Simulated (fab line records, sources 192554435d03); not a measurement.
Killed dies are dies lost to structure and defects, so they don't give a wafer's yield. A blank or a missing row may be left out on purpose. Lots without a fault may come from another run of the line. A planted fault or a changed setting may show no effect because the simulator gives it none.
Chamber matching | flow n5_finfet | N5_FIN_SAQP_ETCH_69 on rie_diel-06: 4 sister chambers
The step etches SOC in N2/H2, stops on SiNx, target depth 150 nm. 4 wafers are shown with their chamber, then 12 later ones without.

WAFERS WITH THEIR CHAMBER
wafer  | chamber | drypump_motor_current_A (A)
L085.2 | 0       | 5.3
L093.1 | 1       | 6.6
L093.2 | 3       | 5.2
L093.3 | 2       | 5.4

WAFERS WITHOUT THEIR CHAMBER
wafer  | drypump_motor_current_A (A)
L093.4 | 5.3
L093.5 | 6.7
L093.6 | 5.5
L095.1 | 5.1
L095.2 | 6.7
L095.3 | 5.4
L095.4 | 5.3
L095.5 | 5.3
L095.6 | 5.1
L096.1 | 5.1
L096.2 | 5.3
L096.6 | 6.7

WHICH CHAMBER EACH WENT THROUGH
wafer  | from the rows above          | in truth
L093.4 | can't be placed: 0 or 3 or 2 | 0
L093.5 | 1                            | 1
L093.6 | can't be placed: 2 or 0      | 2
L095.1 | can't be placed: 3 or 0      | 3
L095.2 | 1                            | 1
L095.3 | can't be placed: 2 or 0      | 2
L095.4 | can't be placed: 0 or 3 or 2 | 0
L095.5 | can't be placed: 0 or 3 or 2 | 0
L095.6 | can't be placed: 3 or 0      | 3
L096.1 | can't be placed: 3 or 0      | 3
L096.2 | can't be placed: 0 or 3 or 2 | 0
L096.6 | 1                            | 1
Placed correctly: 3 of 12. Can't be placed from these rows: 9 (the true chamber is among the candidates in 9). Placed wrongly: 0.
How it was worked out, from the rows above alone: a wafer's distance from a chamber is the root of the sum, over the readings, of the square of ((its reading less the chamber's mean) divided by the reading's scatter). The wafer belongs to the nearest chamber; if the next one is less than 2 further off, it can't be placed. A chamber's mean is the mean of its shown wafers. The scatter: with one shown wafer a chamber, the root of the mean of the squares of how far each hidden wafer lies from its nearest shown one.
